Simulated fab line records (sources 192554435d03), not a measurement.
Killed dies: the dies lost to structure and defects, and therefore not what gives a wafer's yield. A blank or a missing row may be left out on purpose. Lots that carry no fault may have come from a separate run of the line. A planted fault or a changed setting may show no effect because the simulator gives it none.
Comparing a struck lot with a sound one | flow n5-finfet | 16 steps out of a route of 1938
Sound: the wafers L522.2, L522.4, L522.5. Struck: wafers L526.5, L526.6. (L526.4 of the same lot was not struck and is left out.) The cause comes at the end.
At each step with rows: each side's tool, then ch and its chambers, then its first start. Under that, the readings that differ: sound wafers | struck wafers | difference of the means | sigmas: that difference in standard deviations of wafers without a fault.
alike: words and numbers the same on both sides, and readings whose means are apart by under 2 such deviations; not compared: readings that were withheld, readings missing a value for some wafer, numbers with overlapping values and no deviation given by the record, and bounds like >300 which may hide the same value.
Wherever a step has rows on one side only, a row that says differs or no value, or a row with sigmas, the two part there. Numbers that have no deviation but don't overlap get no sigmas and don't part them. Lack of a reading on every wafer of one side parts them only where that side has two or more wafers.

N5_SDB_INSPECT_36: inspects for defects (darkfield).
  sound: defect-inspect-01 at day 5 04:55; struck: defect-inspect-02 at day 5 22:49
  alike: raw-defect-count
N5_DUMMY_REMOVAL_HM_STRIP_01: strips SiNx in CH3F/O2, stops on poly-Si, target depth 4 nm, time 6.8 s.
  sound on rie-diel-01 ch 0,3, day 5 04:56; struck on rie-diel-04 ch 0,1, day 5 22:55
  reading      | sound             | struck      | difference | sigmas
  rf-vpp-V (V) | 127.3 129.9 127.1 | 125.8 126.5 | -1.9       | -2
  alike: drypump-motor-current-A, oes-product-au, showerhead-plenum-p-Torr, throttle-valve-pct
  not compared: rf-hours-counter-h
N5_DUMMY_REMOVAL_STRIP_10: strips in N2/H2, time 40 s.
  sound on rie-diel-01 ch 0,3, day 5 04:59; struck on rie-diel-04 ch 0,1, day 5 22:58
  alike: drypump-motor-current-A, h2-flow-sccm, oes-product-au, rf-vpp-V, showerhead-plenum-p-Torr, throttle-valve-pct
  not compared: rf-hours-counter-h
then, 2 steps without rows for these wafers: N5_DUMMY_REMOVAL_PRECLEAN_07 (cleans in dHF, time 30 s); N5_DUMMY_REMOVAL_DUMMY_REMOVE_02 (chemistry TMAH, target poly-Si, stops on SiO2, target depth 142 nm, time 57 s, rinse time 30 s).
N5_DUMMY_REMOVAL_INSPECT_06: inspects for defects (brightfield).
  sound: defect-inspect-02 at day 5 05:08; struck: defect-inspect-02 at day 5 23:06
  alike: raw-defect-count
then, 4 steps without rows for these wafers: N5_DUMMY_REMOVAL_PRECLEAN_08 (cleans in NF3:NH3, afs cycles 2, time 20 s, sublimation time 60 s); N5_DUMMY_REMOVAL_PRECLEAN_04 (cleans in DHF, time 37 s); N5_DUMMY_REMOVAL_SRD_05 (time 30 s); N5_HKMG_FIN_IL_REGROW_00 (material SiO2, chemistry O3, target thk 0.75 nm, time 30 s).
N5_HKMG_FIN_HK_ALD_01: deposits HfO2, target thk 1.6 nm, pulse time 3 s, purge time 3 s.
  sound on ald-hk-03 ch 0,2, day 5 05:29; struck on ald-hk-01 ch 1,2, day 5 23:27
  alike: precursor-pulse-height-rel
  not compared: co-reactant-pulse-time-s
N5_HKMG_FIN_HK_ANNEAL_02: time 30 s.
  sound on rtp-anneal-02 ch 0, day 5 05:43; struck on rtp-anneal-01 ch 0, day 5 23:50
  alike: lamp-power-pct, lamp_zone_4_pct, wafer_temp_C_max
N5_HKMG_FIN_ALD_74: deposits La2O3, target thk 0.5 nm, pulse time 6 s, co reactant pulse time 1 s.
  sound on ald-hk-02 ch 0,1,3, day 5 05:54; struck on ald-hk-02 ch 0,1, day 5 23:58
  reading                      | sound | struck        | difference | sigmas
  co-reactant-pulse-time-s (s) | 1 1 1 | 1.0706 1.0706 | +0.0706    |
  alike: heater-power-w, precursor-pulse-height-rel
N5_HKMG_FIN_ALD_75: deposits Al2O3, target thk 1 nm, co reactant pulse time 1 s.
  sound on ald-hk-02 ch 0,1,3, day 5 05:58; struck on ald-hk-02 ch 0,1, day 6 00:03
  alike: heater-power-w, precursor-pulse-height-rel
-- the record jumps here: 4 days lie between the struck wafers' starts before and after (it left off in module HKMG_FIN and takes up again in module BEOL_M4, whose first step shown is number 1111 of the route) --
N5_BEOL_M4_RC_MEAS_101:
  sound on prober-02 ch 0, day 9 01:07; struck on prober-01 ch 0, day 9 17:30
  reading       | sound          | struck    | difference | sigmas
  DIBL_P (mV/V) | 37.4 35.2 33.6 | 40.9 39.6 | +4.9       | +2
  ION_N (uA/um) | 670 671 662    | 691 692   | +24        | +2
  ION_P (uA/um) | 460 462 452    | 473 473   | +15        | +2
  SS_P (mV/dec) | 73.4 73.4 72.4 | 74.5 74.3 | +1.3       | +2
  alike: DIBL_N, IOFF_N, IOFF_P, SS_N, VT_N, VT_P
-- the record jumps here: 4 days lie between the struck wafers' starts before and after (it left off in module BEOL_M4 and takes up again in module PASSIVATION, whose first step shown is number 1936 of the route) --
N5_PASSIVATION_PROBE_49:
  sound: prober-02 at day 13 06:50; struck: prober-01 at day 13 18:34
  alike: defect-limited-yield, killed_at_M0_to_M3, killed_at_M4_up, killed-at-contacts, killed-at-front-end, killed-at-other, killed-dies, killed-open, killed-short, sort_bin_5_function, sort_bin_6_memory, sort-n-pass, sort-yield-pct

## WHERE THEY PART
At N5_DUMMY_REMOVAL_HM_STRIP_01 first; at N5_BEOL_M4_RC_MEAS_101 last (within this record only). Later steps at which nothing parts them and some readings are alike: N5_PASSIVATION_PROBE_49.

WHY: whatever the simulator had introduced
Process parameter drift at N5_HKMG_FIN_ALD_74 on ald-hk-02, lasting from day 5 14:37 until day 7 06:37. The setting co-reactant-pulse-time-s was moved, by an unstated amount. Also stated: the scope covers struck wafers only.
